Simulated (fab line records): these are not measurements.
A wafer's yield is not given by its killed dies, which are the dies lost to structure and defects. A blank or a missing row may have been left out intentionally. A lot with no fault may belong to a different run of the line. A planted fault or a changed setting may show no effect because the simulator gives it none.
A lot that was struck, set against a sound lot :: flow nandHarc :: 43 steps out of a route of 1159
Sound: wafers L306.3, L306.4, L306.6. Struck: wafers L300.1, L300.4, L300.5. Last of all comes the cause.
Each step with rows lists, per side, the tool, then ch with its chambers, then its first start. Under that, the readings that differ: sound wafers :: struck wafers :: difference of the means :: sigmas: that difference in standard deviations of wafers without a fault.
alike: same words and numbers on both sides, and readings whose means sit less than 2 such deviations apart. not compared: any withheld reading, any reading some wafer has no value for, any bound like >300 that may hide the same value, and any number with overlapping values for which the record gives no deviation.
A row with sigmas, a row that says differs or no value, or rows on one side alone: a step with any of these is where the two part. When numbers do not overlap yet have no deviation, they are printed without sigmas and do not part them. A reading missing from all wafers of one side parts the sides only when that side holds two or more wafers.

NHARC_P_GATE_CD_MEAS_46: target cd 720 nm.
  sound on cdSem-03 ch 0, day 10 13:50; struck on cdSem-02 ch 0, day 9 01:10
  alike: cdNm
then, 1 step without rows for these wafers: NHARC_P_GATE_HARDBAKE_47 (time 80 s).
NHARC_P_GATE_DESCUM_48: chemistry O2, time 3 s.
  sound on rieDiel-03 ch 0,3, day 10 13:59; struck on rieDiel-10 ch 1,2, day 9 01:19
  alike: chamberPressureMTorr, drypumpMotorCurrentA, mfcArSccm, oesProductAu, rfVppV, showerheadPlenumPTorr, throttleValvePct
  not compared: rfHoursCounterH
then, 9 steps without rows for these wafers: NHARC_P_GATE_IMPLANT_49; NHARC_P_GATE_STRIP_111 (strips in N2/H2, time 250 s); NHARC_P_GATE_STRIP_75 (strips in O2); NHARC_P_GATE_STRIP_50 (strips in SPM, time 900 s); NHARC_P_GATE_DEHYDRATE_51 (time 120 s); NHARC_P_GATE_HMDS_52 (time 30 s); NHARC_P_GATE_COAT_53; NHARC_P_GATE_SOFTBAKE_54 (time 95 s); NHARC_P_GATE_EBR_55.
NHARC_P_GATE_EXPOSE_56: exposes mask P PSD, target cd 720 nm.
  struck on krfScanner-03, day 9 02:47; sound on krfScanner-04 ch 0, day 10 15:38
  no value came back on the struck wafers for exposureDoseMJCm2, focusOffsetNm (nm); on the sound wafers exposureDoseMJCm2 reads 14.812 14.829 14.829
  alike: mask
then, 2 steps without rows for these wafers: NHARC_P_GATE_PEB_57 (peb time 85 s); NHARC_P_GATE_DEVELOP_58 (time 70 s).
NHARC_P_GATE_CD_MEAS_59: target cd 720 nm.
  sound on cdSem-03 ch 0, day 10 15:47; struck on cdSem-02 ch 0, day 9 02:56
reading: cdNm (nm)
sound: 723.8 722.5 720.3
struck: - - -
difference: no value on the struck wafers
sigmas: 
then, 1 step without rows for these wafers: NHARC_P_GATE_HARDBAKE_60 (time 80 s).
NHARC_P_GATE_DESCUM_61: chemistry O2, time 3 s.
  sound on rieDiel-10 ch 0,1, day 10 15:58; struck on rieDiel-10 ch 2,3, day 9 03:07
  alike: chamberPressureMTorr, drypumpMotorCurrentA, mfcArSccm, oesProductAu, rfVppV, showerheadPlenumPTorr, throttleValvePct
  not compared: rfHoursCounterH
then, 12 steps without rows for these wafers: NHARC_P_GATE_IMPLANT_62; NHARC_P_GATE_STRIP_112 (strips in N2/H2, time 200 s); NHARC_P_GATE_STRIP_76 (strips in O2); NHARC_P_GATE_STRIP_63 (strips in SPM, time 900 s); NHARC_P_GATE_DEHYDRATE_83 (time 120 s); NHARC_P_GATE_HMDS_84 (time 30 s); NHARC_P_GATE_COAT_85; NHARC_P_GATE_SOFTBAKE_86 (time 95 s); NHARC_P_GATE_EBR_87; NHARC_P_GATE_EXPOSE_88 (exposes mask P HVN, target cd 2000 nm); NHARC_P_GATE_PEB_89 (peb time 85 s); NHARC_P_GATE_DEVELOP_90 (time 70 s).
NHARC_P_GATE_CD_MEAS_91: target cd 2000 nm.
  sound on cdSem-03 ch 0, day 10 17:36; struck on cdSem-03 ch 0, day 9 04:32
reading: cdNm (nm)
sound: 1996.0 1995.5 1993.4
struck: 2002.0 2000.3 2001.0
difference: +6.1
sigmas: +3
then, 1 step without rows for these wafers: NHARC_P_GATE_HARDBAKE_92 (time 80 s).
NHARC_P_GATE_DESCUM_93: chemistry O2, time 3 s.
  sound on rieDiel-10 ch 0,3, day 10 17:46; struck on rieDiel-10 ch 1,2,3, day 9 05:00
  alike: chamberPressureMTorr, drypumpMotorCurrentA, mfcArSccm, oesProductAu, rfVppV, showerheadPlenumPTorr, throttleValvePct
  not compared: rfHoursCounterH
next, for these wafers, 1 step has no rows: NHARC_P_GATE_IMPLANT_94.
NHARC_P_GATE_STRIP_113: strips in N2/H2, time 740 s.
  sound on plasmaAsher-01 ch 0,1, day 10 18:43; struck on plasmaAsher-01 ch 0,1, day 9 05:34
  alike: drypumpMotorCurrentA, heaterPowerW
  not compared: rfHoursCounterH
then, 2 steps without rows for these wafers: NHARC_P_GATE_STRIP_95 (strips in O2); NHARC_P_GATE_STRIP_96 (strips in SPM, time 900 s).
NHARC_P_GATE_RTA_64: time 1 s.
  sound on rtpAnneal-01 ch 0, day 10 19:49; struck on rtpAnneal-01 ch 0, day 9 06:50
  alike: lampPowerPct, wafer_temp_C_max
then, 4 steps without rows for these wafers: NHARC_P_GATE_ETCH_77 (etches SiO2 in dHF, target depth 6 nm); NHARC_P_GATE_DEGAS_109 (time 60 s); NHARC_P_GATE_PRE_CLEAN_110 (time 30 s); NHARC_P_GATE_SPUTTER_78 (material Ni, target thk 10 nm).
NHARC_P_GATE_INSPECT_68:
  sound: defectInspect-02 at day 10 21:01; struck: defectInspect-02 at day 9 08:05
reading: rawDefectCount
sound: 209 104 87
struck: 1362 1210 1201
difference: +1124
sigmas: +11

## WHERE THEY PART
At NHARC_P_GATE_EXPOSE_56 first; at NHARC_P_GATE_INSPECT_68 last (within this record only).

WHY: what the simulator had put in
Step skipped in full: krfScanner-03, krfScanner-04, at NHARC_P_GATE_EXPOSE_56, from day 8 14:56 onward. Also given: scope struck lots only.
